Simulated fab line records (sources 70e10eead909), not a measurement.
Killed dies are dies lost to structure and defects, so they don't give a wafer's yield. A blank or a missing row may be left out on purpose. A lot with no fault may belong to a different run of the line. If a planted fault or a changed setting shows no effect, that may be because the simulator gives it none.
Chamber matching	flow nand harc	NHARC_A_CHANNEL_FILL_D1_ETCHBACK_20 on rie diel-09 has 4 sister chambers
The step etches the open film in C4F8/O2/Ar, target depth 27 nm, time 13.5 s. 4 wafers are shown with their chamber, then 11 later ones without.

## WAFERS PAIRED WITH THEIR CHAMBERS
wafer	chamber	rf vpp V (V)
L089.4	1	971
L089.5	2	974
L089.6	3	973
L092.1	0	976

## WAFERS MISSING THEIR CHAMBER
wafer	rf vpp V (V)
L092.2	972
L092.5	968
L093.1	975
L093.3	971
L093.4	974
L096.1	970
L096.2	974
L096.6	971
L097.1	974
L097.2	972
L097.4	976

## WHICH CHAMBER EACH ONE RAN IN
wafer	from the rows above	in truth
L092.2	can't be placed: 1 or 3 or 2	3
L092.5	can't be placed: 1 or 3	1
L093.1	can't be placed: 0 or 2 or 3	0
L093.3	can't be placed: 1 or 3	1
L093.4	can't be placed: 2 or 3 or 0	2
L096.1	can't be placed: 1 or 3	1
L096.2	can't be placed: 2 or 3 or 0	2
L096.6	can't be placed: 1 or 3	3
L097.1	can't be placed: 2 or 3 or 0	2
L097.2	can't be placed: 1 or 3 or 2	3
L097.4	can't be placed: 0 or 2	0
Correct placement for 0 of the 11. From these rows, 11 cannot be placed; in 11 the true chamber is one of the candidates. 0 placed wrongly.
How it was worked out, from the rows above alone: a wafer's distance from a chamber is the root of the sum, over the readings, of the square of ((its reading less the chamber's mean) divided by the reading's scatter). The wafer belongs to the nearest chamber; if the next one is less than 2 further off, it can't be placed. The mean given for a chamber averages the wafers shown for that chamber. The scatter (one wafer shown for each chamber): square how far every hidden wafer sits from the nearest shown wafer, average those squares and take the square root.
